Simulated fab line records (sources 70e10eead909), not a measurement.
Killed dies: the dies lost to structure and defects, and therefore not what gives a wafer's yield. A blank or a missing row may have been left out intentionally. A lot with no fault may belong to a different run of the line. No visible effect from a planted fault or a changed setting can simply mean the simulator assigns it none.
Problem report in the 8D (eight disciplines) form, filled by code -- flow nandHarc -- the parts of the form that need people (team, actions taken, sign-off) are left out

== 1. WHAT IS WRONG ==
Wafers with no fault read 47.9 s with a standard deviation of 0.48, whereas runLengthS at NHARC_A_WL_FILL_ETCHBACK_17 reads a mean of 38.0 s on 1 wafer of 1 lot. That puts it -21 standard deviations away from the usual mean.
The step: etches the open film in Cl2/BCl3, target depth 4 nm, time 26.7 s.
Seen first at day 18 10:10 on rieMetal-03, wafer L553.6. The record has a number at this step for 33 wafers belonging to 11 lots. By rule, "out" or "out of limits" means more than 4 standard deviations away from the usual mean. The rest of the wafers with a number are treated as sound.

== 2. WHAT IT IS; WHAT IT IS NOT ==
question,is,is not
which readings at this step,runLengthS,"drypumpMotorCurrentA, oesProductAu"
which lots,L553,"L540, L541, L543, L544, L545, L546, L550, L559, L560, L561"
which wafers of those lots,L553.6,"L553.1, L553.5"
read on which tools,rieMetal-03,"rieMetal-01, rieMetal-02"
when,from day 18 10:10,"up to then (20 sound wafers); but 12 sound wafers of L550, L559, L560, L561 came after"

== 3. SUSPECTS, AND WHAT RULES EACH OUT ==
Counting: a tool at a process step up to the reading stays a suspect if it ran every lot that is out. Sound lots after the first of them don't rule it out here, since some wafers of a struck lot are sound.
- rieDiel-11 at NHARC_A_SLIT_ETCH_24 (etches the open film in CF4/CHF3, target depth 121 nm, time 60.5 s): kept. The lot that is out, L553, ran on it at day 17 03:40; the last sound lot it ran before that was L540, at day 14 14:28.
- rieDiel-11 at NHARC_A_SLIT_ETCH_15 (etches the open film in O2/COS, target depth 3200 nm, time 832 s): kept. The lot that is out, L553, ran on it at day 17 22:02; the last sound lot it ran before that was L540, at day 15 11:39. Because NHARC_A_SLIT_ETCH_15 lacks a start for some lots, the hours and order of its lots are taken from NHARC_A_WL_FILL_ETCHBACK_04.
- rieMetal-02 at NHARC_A_WL_FILL_ETCHBACK_04 (etches the open film in NF3, target depth 60 nm, time 120 s): kept. It ran the lot that is out, L553 (day 17 22:02).
- rieMetal-03 at NHARC_A_WL_FILL_ETCHBACK_17 (etches the open film in Cl2/BCl3, target depth 4 nm, time 26.7 s): kept. The lot that is out, L553, ran on it at day 18 10:10; the last sound lot it ran before that was L546, at day 17 13:57. Its own runLengthS readings are out on those wafers.
- Within rieDiel-11 at NHARC_A_SLIT_ETCH_24, the wafers that are out were processed in chamber 0 and their sound lot-mates in chamber 3.
- rieDiel-11, NHARC_A_SLIT_ETCH_15: wafers that are out in chamber 1, sound lot-mates in chambers 0, 3.
- Within rieMetal-02 at NHARC_A_WL_FILL_ETCHBACK_04, the wafers that are out were processed in chamber 1 and their sound lot-mates in chamber 0.
- Within rieMetal-03 at NHARC_A_WL_FILL_ETCHBACK_17, the wafers that are out were processed in chamber 0 and their sound lot-mates in chamber 1.
Left after counting: rieDiel-11 at NHARC_A_SLIT_ETCH_24, rieDiel-11 at NHARC_A_SLIT_ETCH_15, rieMetal-02 at NHARC_A_WL_FILL_ETCHBACK_04, rieMetal-03 at NHARC_A_WL_FILL_ETCHBACK_17.

== 4. THE CAUSE (what the simulator had put in) ==
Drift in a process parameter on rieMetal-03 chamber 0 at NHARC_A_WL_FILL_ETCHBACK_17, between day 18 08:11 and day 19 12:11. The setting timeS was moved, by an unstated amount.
Counting leaves 4 suspects; this tool is one of them.

== 5. THE CHAIN OF EFFECTS, in route order ==
Rows list readings where the struck wafers' mean (over those with a number) sits beyond 3 standard deviations from the usual. Readings are gone through only where the record gives a usual standard deviation; hours: the median, over the lots, of the time from a lot's start at the first step in this table giving one to that lot's start at this step; sigmas: the change measured in usual standard deviations.
hours,step,reading,usual,on struck wafers,change,sigmas
0,NHARC_A_WL_FILL_ETCHBACK_17,runLengthS,47.9 s,38.0,-9.9,-21
The process steps in it:
- NHARC_A_WL_FILL_ETCHBACK_17: etches the open film in Cl2/BCl3, target depth 4 nm, time 26.7 s.

== 6. WHAT WOULD HAVE CAUGHT IT SOONER ==
2 hours passed between the start of the fault at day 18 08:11 and the first reading out of limits in this record, taken at day 18 10:10.
